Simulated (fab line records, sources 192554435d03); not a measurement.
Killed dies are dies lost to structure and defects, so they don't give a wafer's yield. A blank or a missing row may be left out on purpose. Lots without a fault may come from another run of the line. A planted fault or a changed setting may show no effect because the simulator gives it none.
fab line records | flow n5_finfet
record lots=5 wafers=15 last_day=16
route steps=1938 shown MOL_CONTACT_COAG@576 BEOL_M4@1111 PASSIVATION@1936
lots that met no fault: from a run of the same line without faults
start_h: hours from the record's first day to the start of the lot's first wafer shown | wait_h: hours since the lot's step before | " the same as in the row above | L1.1+2: a row that stands for several wafers | - no value, or no start given | * or withheld: withheld | < > ~ a bound
route shown NAME@n: a module of which the file shows steps, and the number in the route of the first | usual: mean/standard deviation of fault-free wafers | same: alike in all rows | chamber/n: place in a boat | sites: the reading at each site | _std_site: their standard deviation | _edge_site: outer sites' mean less inner sites' | radius_mm: how far each site lies from the wafer's centre | mask NAME#n: copy n | behind: the tool/chamber that last shaped the wafer | hold: why the lot was held/for how many hours/how that ended | device: the transistor (n, p or np) that didn't switch | end of line: the same wafers' tests at the end of the route | a step without rows: its recipe alone | killed: dies lost to structure and defects at the first sort, not the wafer's yield | map: a wafer's dies, x killed, . not, _ none there
set.NAME: the setting as run; set.NAME@STEP: as run at that earlier step | model.NAME: the simulator's own value behind a step, which no gauge read
lots at some steps of the route; a table a step, a row a wafer
services: from which hour (start_h, from the record's first day; less than 0 if before it) a tool's chamber was out of use, for how many hours, and why
## steps
# step N5_MOL_CONTACT_COAG_DESCUM_88
# recipe chemistry=O2 time_s=7 source_power_w=50 bias_power_w=20 pressure_mtorr=20 rf_frequency_hz=2.712e+07 temp_c=40 resist=CAR-EUV o2_flow_sccm=225
# step N5_MOL_CONTACT_COAG_ETCH_89
# recipe chemistry=N2/H2 target=underlayer target_depth_a=130 mask_material=CAR-EUV time_s=10.4 ion_energy_ev=200 pressure_mtorr=30 source_w=840 bias_w=150 n2_flow_sccm=200 h2_flow_sccm=200 ends=cleared
# step N5_MOL_CONTACT_COAG_ETCH_90
# recipe chemistry=CF4 target=SiARC target_depth_a=130 mask_material=CAR-EUV time_s=21.7 ion_energy_ev=80 pressure_mtorr=40 source_w=545 bias_w=36 Ar_flow_sccm=100 cf4_flow_sccm=100 ends=cleared
# step N5_MOL_CONTACT_COAG_ALD_131
# recipe material=SiO2 target_thk_a=50 temp_c=100 ald_precursor_family=BDEAS ald_co_reactant=O2-plasma pulse_time_s=1 co_reactant_pulse_time_s=1 purge_time_s=2 co_reactant_purge_time_s=2 ald_cycles=35 pressure_torr=2
# step N5_MOL_CONTACT_COAG_ETCHBACK_132
# recipe chemistry=CHF3 target=SiO2 target_depth_a=100 time_s=6.7 ion_energy_ev=200 pressure_mtorr=30 source_w=610 bias_w=170 Ar_flow_sccm=200 CHF3_flow_sccm=50
# step N5_MOL_CONTACT_COAG_ETCH_91
# recipe chemistry=N2/H2 target=SOC target_depth_a=600 overetch_a=210 mask_material=SiARC temp_c=40 time_s=101.2 ion_energy_ev=200 pressure_mtorr=30 source_w=840 bias_w=150 n2_flow_sccm=200 h2_flow_sccm=200
# step N5_MOL_CONTACT_COAG_STRIP_92
# recipe chemistry=N2/H2 temp_c=40 n2_flow_sccm=200 h2_flow_sccm=200 rf_frequency_hz=6e+07
# step N5_MOL_CONTACT_COAG_STRIP_93
# recipe chemistry=N2/H2 temp_c=40 n2_flow_sccm=200 h2_flow_sccm=200 rf_frequency_hz=6e+07
# step N5_MOL_CONTACT_COAG_ETCHBACK_135
# recipe chemistry=CHF3 target=SiO2 target_depth_a=250 time_s=16.7 ion_energy_ev=200 pressure_mtorr=30 source_w=610 bias_w=170 Ar_flow_sccm=200 CHF3_flow_sccm=50
# step N5_MOL_CONTACT_COAG_STRIP_118
# recipe chemistry=CHF3 resist=SiARC rf_frequency_hz=6e+07
# step N5_MOL_CONTACT_COAG_VIA_ETCH_46
# recipe chemistry=C4F6/O2 target_depth_a=460 overetch_a=92 mask_material=SOC target=SiO2 bias_w=455 pressure_mtorr=10 time_s=40 source_w=325 Ar_flow_sccm=300 C4F6_flow_sccm=10 O2_flow_sccm=10 ion_energy_ev=575.3 ends=end_point
# step N5_MOL_CONTACT_COAG_STRIP_96
# recipe chemistry=N2/H2 power_w=500 temp_c=40 pressure_mtorr=50 rf_frequency_hz=6e+07 overash_fraction=0.3 bias_power_w=28 h2_frac=0.5 n2_flow_sccm=300 h2_flow_sccm=300
# usual bias_power_w=28.00/0.09 chamber_pressure_mTorr=50.00/0.058 drypump_motor_current_A=6.0/0.4 oes_product_au=0.79/0.1 rf_vpp_V=121.9/1.2 showerhead_plenum_p_Torr=3.37/0.088 throttle_valve_pct=19.0/0.32
# columns lot.wafer tool chamber start_h wait_h bias_power_w chamber_pressure_mTorr drypump_motor_current_A oes_product_au rf_hours_counter_h rf_vpp_V showerhead_plenum_p_Torr throttle_valve_pct model.SOC_of_MOL_CONTACT_COAG_COAT_75.thk_nm model.SiO2_of_MOL_CONTACT_COAG_ALD_131.thk_nm
L578.2 rie_diel-05 1 159.39 0.0 - - - - - - - - 51.2 5
L578.3 " 0 " " - - - - - - - - 50.8 5
L578.4 " 3 " " - - - - - - - - 51 5
L579.1 rie_diel-04 0 168.13 0.0 - - - - - - - - 50.6 5
L579.5 " 1 " " - - - - - - - - 50.6 5
L579.6 " 0 " " - - - - - - - - 50.6 5
L580.2 rie_diel-05 3 175.44 0.0 - - - - - - - - 50.6 5
L580.3 " 1 " " - - - - - - - - 51 5
L580.4 " 0 " " - - - - - - - - 50.6 5
L585.1 rie_diel-03 3 206.43 0.0 27.93 50.05 6.4 0.79 117 121.6 3.38 18.8 0 0
L585.4 " 0 " " 28.02 49.92 5.8 0.84 76 124.4 3.40 19.3 0 0
L585.6 " 0 " " 28.00 50.00 5.8 0.83 - 123.8 3.40 19.3 0 0
L587.3 rie_diel-04 1 210.40 0.0 28.06 50.05 6.1 0.69 203 122.6 3.34 19.0 0 0
L587.4 " 3 " " 28.01 50.04 6.4 0.96 3 123.8 3.57 18.9 0 0
L587.6 " 1 " " 28.01 49.89 6.0 0.69 - 122.8 3.34 19.0 0 0
# step N5_MOL_CONTACT_COAG_ETCH_47
# recipe chemistry=CH3F/O2 target=SiNx target_depth_a=270 mask_material=SiO2 stop_on=W over_etch_frac=0.2 ion_energy_ev=120 endpoint=OES-CN pressure_mtorr=30 source_w=395 bias_w=73 Ar_flow_sccm=150 CH3F_flow_sccm=30 O2_flow_sccm=20 ends=end_point
# step N5_MOL_CONTACT_COAG_STRIP_119
# recipe chemistry=N2/H2 time_s=30 power_w=1000 temp_c=250 pressure_mtorr=withheld n2_flow_sccm=1750 h2_flow_sccm=3250
# usual drypump_motor_current_A=5.56/0.18 h2_flow_sccm=3250/8.6 heater_power_w=344/23
# columns lot.wafer tool chamber start_h wait_h drypump_motor_current_A h2_flow_sccm heater_power_w rf_hours_counter_h model.SOC_of_MOL_CONTACT_COAG_COAT_75.thk_nm
L578.2 plasma_asher-01 0 159.51 0.1 5.37 3239 321 107 26.6
L578.3 " 1 " " 5.73 3249 387 - 26.4
L578.4 " 0 " " 5.40 3243 322 - 26.4
L579.1 plasma_asher-02 0 168.25 0.1 5.37 3249 335 57 26.2
L579.5 " 1 " " 5.74 3256 338 - 26
L579.6 " 0 " " 5.36 3243 338 - 26.2
L580.2 plasma_asher-02 1 175.56 0.1 5.75 3255 338 58 25.8
L580.3 " 0 " " 5.38 3259 342 - 26.4
L580.4 " 1 " " 5.75 3243 337 - 25.8
L585.1 plasma_asher-02 0 206.56 0.1 5.41 3246 343 64 0
L585.4 " 1 " " 5.73 3251 345 - 0
L585.6 " 0 " " 5.38 3254 338 - 0
L587.3 plasma_asher-01 1 210.54 0.1 5.73 3236 394 - 0
L587.4 " 0 " " 5.43 3248 320 - 0
L587.6 " 1 " " 5.74 3242 392 - 0
# step N5_MOL_CONTACT_COAG_PRECLEAN_144
# recipe chemistry=alkaline_clean temp_c=60 time_s=60 do_ppb=50
# step N5_BEOL_M4_RC_MEAS_101
# usual DIBL_N=36.5/1.4 DIBL_P=36.9/1.7 IOFF_N=0.163/0.023 IOFF_P=0.22/0.032 ION_N=673/9 ION_P=462/7.5 SS_N=71.6/0.54 SS_P=73.4/0.62 VT_N=249.8/2.8 VT_P=-250/3.5
# columns lot.wafer tool chamber start_h wait_h DIBL_N[mV/V] DIBL_P[mV/V] IOFF_N[nA/um] IOFF_P[nA/um] ION_N[uA/um] ION_P[uA/um] SS_N[mV/dec] SS_P[mV/dec] VT_N[mV] VT_P[mV]
L585.1 prober-02 0 276.53 0.0 36.5 38.4 0.171 0.22 669 457 71.6 73.4 248.7 -248
L585.4 " 0 " " 36.6 38.5 0.178 0.23 683 469 72.6 72.7 249.9 -249
L585.6 " 0 " " 36.5 38.4 0.169 0.22 681 467 71.5 73.4 249.4 -252
L587.3 prober-01 0 278.24 0.3 34.9 37.1 0.153 0.22 675 473 71.8 73.9 251.9 -244
L587.4 " 0 " " 35.1 36.5 0.143 0.22 672 464 72.2 73.9 255.5 -249
L587.6 " 0 " " 34.1 35.7 0.139 0.20 670 467 70.9 72.9 253.1 -249
# step N5_PASSIVATION_PROBE_49
# usual defect_limited_yield=91.2/1.4 killed_at_M0_to_M3=35/11 killed_at_M4_up=12/4.2 killed_at_contacts=13/5.6 killed_at_front_end=40/12 killed_at_other=3.3/2.6 killed_dies=103/17 killed_on_rim=14/4.5 killed_open=68/12 killed_short=34/7.6 sort_bin_5_function=5.1/0.95 sort_bin_6_memory=3.3/0.68 sort_n_pass=1077/17 sort_yield_pct=91.2/1.4
# same gross_dies=1180 killed_at_back_side=0 sort_bin_4_leakage[%]=0 sort_bin_8_speed[%]=0
# columns lot.wafer tool chamber start_h wait_h defect_limited_yield[%] killed_at_M0_to_M3 killed_at_M4_up killed_at_contacts killed_at_front_end killed_at_other killed_dies killed_on_rim killed_open killed_short sort_bin_5_function[%] sort_bin_6_memory[%] sort_n_pass sort_yield_pct[%]
L578.2 prober-01 - 324.97 0.1 0 19 8 1105 42 6 1180 152 69 26 96.9 2.9 0 0
L578.3 prober-01 - 325.02 0.1 0 40 2 1097 39 2 1180 152 64 30 97.0 2.5 0 0
L578.4 prober-01 - 325.07 0.2 0 44 7 1098 27 4 1180 152 54 32 96.4 3.0 0 0
L580.2 prober-02 - 339.96 0.1 0 46 16 1073 43 2 1180 152 77 36 95.4 3.7 0 0
L580.3 prober-02 - 340.01 0.1 0 32 18 1086 41 3 1180 152 61 44 96.7 3.0 0 0
L580.4 prober-02 - 340.06 0.2 0 44 10 1091 30 5 1180 152 67 39 96.3 3.3 0 0
L579.1 prober-01 - 351.10 0.0 0 23 12 1088 51 6 1180 152 62 32 97.2 2.5 0 0
L579.5 prober-01 - 351.30 0.2 0 42 12 1070 51 5 1180 152 71 42 96.5 3.1 0 0
L579.6 prober-01 - 351.35 0.3 0 35 13 1065 57 10 1180 152 78 42 96.0 3.6 0 0
# killed by level:class
L578.2 MOL_CONTACT_COAG:area_etch=1084 MOL_CONTACT_COAG:geometric_particle:open=19 FIN_SAQP:geometric_particle:open=18 FIN_SAQP:geometric_particle:short=8 BEOL_M2:geometric_particle:open=6 STI_FIN_REVEAL:geometric_particle:open=4 DUMMY_GATE:geometric_particle:open=4 BEOL_M1:geometric_particle:open=4
L578.3 MOL_CONTACT_COAG:area_etch=1082 MOL_CONTACT_COAG:geometric_particle:open=12 BEOL_M3:geometric_particle:open=11 STARTING-WAFER:geometric_particle:open=7 FIN_SAQP:geometric_particle:open=6 GATE_CUT:geometric_particle:short=6 BEOL_M0_SAQP:geometric_particle:short=6 STI_FIN_REVEAL:geometric_particle:open=5
L578.4 MOL_CONTACT_COAG:area_etch=1093 BEOL_M2:geometric_particle:open=12 BEOL_M0_SAQP:geometric_particle:short=12 BEOL_M3:geometric_particle:open=8 STI_FIN_REVEAL:geometric_particle:open=6 GATE_CUT:geometric_particle:short=5 FIN_SAQP:geometric_particle:open=4 DUMMY_GATE:geometric_particle:open=4
L580.2 MOL_CONTACT_COAG:area_etch=1065 STI_FIN_REVEAL:geometric_particle:open=12 BEOL_M2:geometric_particle:open=12 BEOL_M1:geometric_particle:open=9 BEOL_M4:geometric_particle:open=9 MOL_CONTACT_COAG:geometric_particle:open=7 BEOL_M0_SAQP:geometric_particle:short=7 BEOL_M0_SAQP:geometric_particle:open=7
L580.3 MOL_CONTACT_COAG:area_etch=1074 BEOL_M0_SAQP:geometric_particle:short=10 MOL_CONTACT_COAG:geometric_particle:open=9 STI_FIN_REVEAL:geometric_particle:open=8 ILD0:geometric_particle:short=6 BEOL_M5:geometric_particle:open=6 DUMMY_GATE:geometric_particle:open=5 GATE_CUT:geometric_particle:short=5
L580.4 MOL_CONTACT_COAG:area_etch=1073 BEOL_M0_SAQP:geometric_particle:short=20 MOL_CONTACT_COAG:geometric_particle:open=17 BEOL_M0_SAQP:geometric_particle:open=9 BEOL_M3:geometric_particle:open=8 STI_FIN_REVEAL:geometric_particle:open=5 ILD0:geometric_particle:short=5 GATE_CUT:geometric_particle:short=5
L579.1 MOL_CONTACT_COAG:area_etch=1086 FIN_SAQP:geometric_particle:open=10 FIN_SAQP:geometric_particle:short=10 BEOL_M0_SAQP:geometric_particle:open=10 GATE_CUT:geometric_particle:short=8 BEOL_M4:geometric_particle:open=8 STI_FIN_REVEAL:geometric_particle:open=6 GATE_CUT:geometric_particle:open=6
L579.5 MOL_CONTACT_COAG:area_etch=1066 FIN_SAQP:geometric_particle:short=14 FIN_SAQP:geometric_particle:open=11 STI_FIN_REVEAL:geometric_particle:open=11 BEOL_M2:geometric_particle:open=10 BEOL_M0_SAQP:geometric_particle:open=6 BEOL_M0_SAQP:geometric_particle:short=6 BEOL_M4:geometric_particle:open=6
L579.6 MOL_CONTACT_COAG:area_etch=1060 FIN_SAQP:geometric_particle:open=15 STI_FIN_REVEAL:geometric_particle:open=13 FIN_SAQP:geometric_particle:short=11 BEOL_M2:geometric_particle:open=10 BEOL_M4:geometric_particle:open=9 BEOL_M1:geometric_particle:open=8 BEOL_M0_SAQP:geometric_particle:short=6
# map L578.2 (x killed, . not)
_________________xxxxxxxxxxxx________________
______________xxxxxxxxxxxxxxxxxx_____________
___________xxxxxxxxxxxxxxxxxxxxxxxx__________
__________xxxxxxxxxxxxxxxxxxxxxxxxxx_________
________xxxxxxxxxxxxxxxxxxxxxxxxxxxxxx_______
_______xxxxxxxxxxxxxxxxxxxxxxxxxxxxxxxx______
______xxxxxxxxxxxxxxxxxxxxxxxxxxxxxxxxxx_____
_____xxxxxxxxxxxxxxxxxxxxxxxxxxxxxxxxxxxx____
____xxxxxxxxxxxxxxxxxxxxxxxxxxxxxxxxxxxxxx___
___xxxxxxxxxxxxxxxxxxxxxxxxxxxxxxxxxxxxxxxx__
___xxxxxxxxxxxxxxxxxxxxxxxxxxxxxxxxxxxxxxxx__
__xxxxxxxxxxxxxxxxxxxxxxxxxxxxxxxxxxxxxxxxxx_
__xxxxxxxxxxxxxxxxxxxxxxxxxxxxxxxxxxxxxxxxxx_
_xxxxxxxxxxxxxxxxxxxxxxxxxxxxxxxxxxxxxxxxxxxx
_xxxxxxxxxxxxxxxxxxxxxxxxxxxxxxxxxxxxxxxxxxxx
_xxxxxxxxxxxxxxxxxxxxxxxxxxxxxxxxxxxxxxxxxxxx
_xxxxxxxxxxxxxxxxxxxxxxxxxxxxxxxxxxxxxxxxxxxx
_xxxxxxxxxxxxxxxxxxxxxxxxxxxxxxxxxxxxxxxxxxxx
_xxxxxxxxxxxxxxxxxxxxxxxxxxxxxxxxxxxxxxxxxxxx
_xxxxxxxxxxxxxxxxxxxxxxxxxxxxxxxxxxxxxxxxxxxx
_xxxxxxxxxxxxxxxxxxxxxxxxxxxxxxxxxxxxxxxxxxxx
__xxxxxxxxxxxxxxxxxxxxxxxxxxxxxxxxxxxxxxxxxx_
__xxxxxxxxxxxxxxxxxxxxxxxxxxxxxxxxxxxxxxxxxx_
___xxxxxxxxxxxxxxxxxxxxxxxxxxxxxxxxxxxxxxxx__
___xxxxxxxxxxxxxxxxxxxxxxxxxxxxxxxxxxxxxxxx__
____xxxxxxxxxxxxxxxxxxxxxxxxxxxxxxxxxxxxxx___
_____xxxxxxxxxxxxxxxxxxxxxxxxxxxxxxxxxxxx____
______xxxxxxxxxxxxxxxxxxxxxxxxxxxxxxxxxx_____
_______xxxxxxxxxxxxxxxxxxxxxxxxxxxxxxxx______
________xxxxxxxxxxxxxxxxxxxxxxxxxxxxxx_______
__________xxxxxxxxxxxxxxxxxxxxxxxxxx_________
___________xxxxxxxxxxxxxxxxxxxxxxxx__________
______________xxxxxxxxxxxxxxxxxx_____________
_________________xxxxxxxxxxxx________________
# map L579.1 (x killed, . not)
_________________xxxxxxxxxxxx________________
______________xxxxxxxxxxxxxxxxxx_____________
___________xxxxxxxxxxxxxxxxxxxxxxxx__________
__________xxxxxxxxxxxxxxxxxxxxxxxxxx_________
________xxxxxxxxxxxxxxxxxxxxxxxxxxxxxx_______
_______xxxxxxxxxxxxxxxxxxxxxxxxxxxxxxxx______
______xxxxxxxxxxxxxxxxxxxxxxxxxxxxxxxxxx_____
_____xxxxxxxxxxxxxxxxxxxxxxxxxxxxxxxxxxxx____
____xxxxxxxxxxxxxxxxxxxxxxxxxxxxxxxxxxxxxx___
___xxxxxxxxxxxxxxxxxxxxxxxxxxxxxxxxxxxxxxxx__
___xxxxxxxxxxxxxxxxxxxxxxxxxxxxxxxxxxxxxxxx__
__xxxxxxxxxxxxxxxxxxxxxxxxxxxxxxxxxxxxxxxxxx_
__xxxxxxxxxxxxxxxxxxxxxxxxxxxxxxxxxxxxxxxxxx_
_xxxxxxxxxxxxxxxxxxxxxxxxxxxxxxxxxxxxxxxxxxxx
_xxxxxxxxxxxxxxxxxxxxxxxxxxxxxxxxxxxxxxxxxxxx
_xxxxxxxxxxxxxxxxxxxxxxxxxxxxxxxxxxxxxxxxxxxx
_xxxxxxxxxxxxxxxxxxxxxxxxxxxxxxxxxxxxxxxxxxxx
_xxxxxxxxxxxxxxxxxxxxxxxxxxxxxxxxxxxxxxxxxxxx
_xxxxxxxxxxxxxxxxxxxxxxxxxxxxxxxxxxxxxxxxxxxx
_xxxxxxxxxxxxxxxxxxxxxxxxxxxxxxxxxxxxxxxxxxxx
_xxxxxxxxxxxxxxxxxxxxxxxxxxxxxxxxxxxxxxxxxxxx
__xxxxxxxxxxxxxxxxxxxxxxxxxxxxxxxxxxxxxxxxxx_
__xxxxxxxxxxxxxxxxxxxxxxxxxxxxxxxxxxxxxxxxxx_
___xxxxxxxxxxxxxxxxxxxxxxxxxxxxxxxxxxxxxxxx__
___xxxxxxxxxxxxxxxxxxxxxxxxxxxxxxxxxxxxxxxx__
____xxxxxxxxxxxxxxxxxxxxxxxxxxxxxxxxxxxxxx___
_____xxxxxxxxxxxxxxxxxxxxxxxxxxxxxxxxxxxx____
______xxxxxxxxxxxxxxxxxxxxxxxxxxxxxxxxxx_____
_______xxxxxxxxxxxxxxxxxxxxxxxxxxxxxxxx______
________xxxxxxxxxxxxxxxxxxxxxxxxxxxxxx_______
__________xxxxxxxxxxxxxxxxxxxxxxxxxx_________
___________xxxxxxxxxxxxxxxxxxxxxxxx__________
______________xxxxxxxxxxxxxxxxxx_____________
_________________xxxxxxxxxxxx________________
## services
# columns tool chamber start_h hours kind
rie_diel-04 2 149.43 - clean
rie_diel-04 2 149.43 - consumable_replace:focus_ring
rie_diel-04 2 149.43 24.1 scheduled_down
rie_diel-04 2 149.43 24.1 vent_cycle
rie_diel-04 0 154.52 2.4 repair
rie_diel-04 0 161.59 5.3 repair
rie_diel-03 1 165.50 5.0 repair
rie_diel-04 0 173.53 - clean
rie_diel-04 0 173.53 - consumable_replace:focus_ring
rie_diel-04 0 173.53 14.9 scheduled_down
rie_diel-04 0 173.53 14.9 vent_cycle
rie_diel-05 1 177.38 - clean
rie_diel-05 1 177.38 - consumable_replace:focus_ring
rie_diel-05 1 177.38 21.6 scheduled_down
rie_diel-05 1 177.38 21.6 vent_cycle
rie_diel-04 3 188.51 - clean
rie_diel-04 3 188.51 - consumable_replace:focus_ring
rie_diel-04 3 188.51 - consumable_replace:showerhead
rie_diel-04 3 188.51 14.8 scheduled_down
rie_diel-04 3 188.51 14.8 vent_cycle
rie_diel-05 3 202.56 13.1 repair
## key
first_sign step=N5_MOL_CONTACT_COAG_STRIP_96 reading=tool_record direction=missing
effect step=N5_PASSIVATION_PROBE_49 reading=killed_at_contacts direction=up sigmas=99+ usual=13 struck=1086
model_effect step=N5_MOL_CONTACT_COAG_STRIP_96 value=SOC_of_MOL_CONTACT_COAG_COAT_75.thk_nm without=0 struck=50.78
model_effect step=N5_MOL_CONTACT_COAG_STRIP_119 value=SOC_of_MOL_CONTACT_COAG_COAT_75.thk_nm without=0 struck=26.2
more_kills_born_at N5_MOL_CONTACT_COAG_ETCH_47@rie_diel-05=6471 N5_MOL_CONTACT_COAG_ETCH_47@rie_diel-04=3212
met_at N5_MOL_CONTACT_COAG_STRIP_96
struck_wafers L578.2,L578.3,L578.4,L579.1,L579.5,L579.6,L580.2,L580.3,L580.4
later_rows_left_out L578.2,L578.3,L578.4,L579.1,L579.5,L579.6,L580.2,L580.3,L580.4
fault kind=skipped_step_whole tool=rie_diel-04,rie_diel-05 chamber=- onset_h=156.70 steps=N5_MOL_CONTACT_COAG_STRIP_96 scope=struck_lots_only
# later_rows_left_out: the simulator's readings of these wafers behind a module that went badly wrong aren't trusted and aren't shown, but for the sort
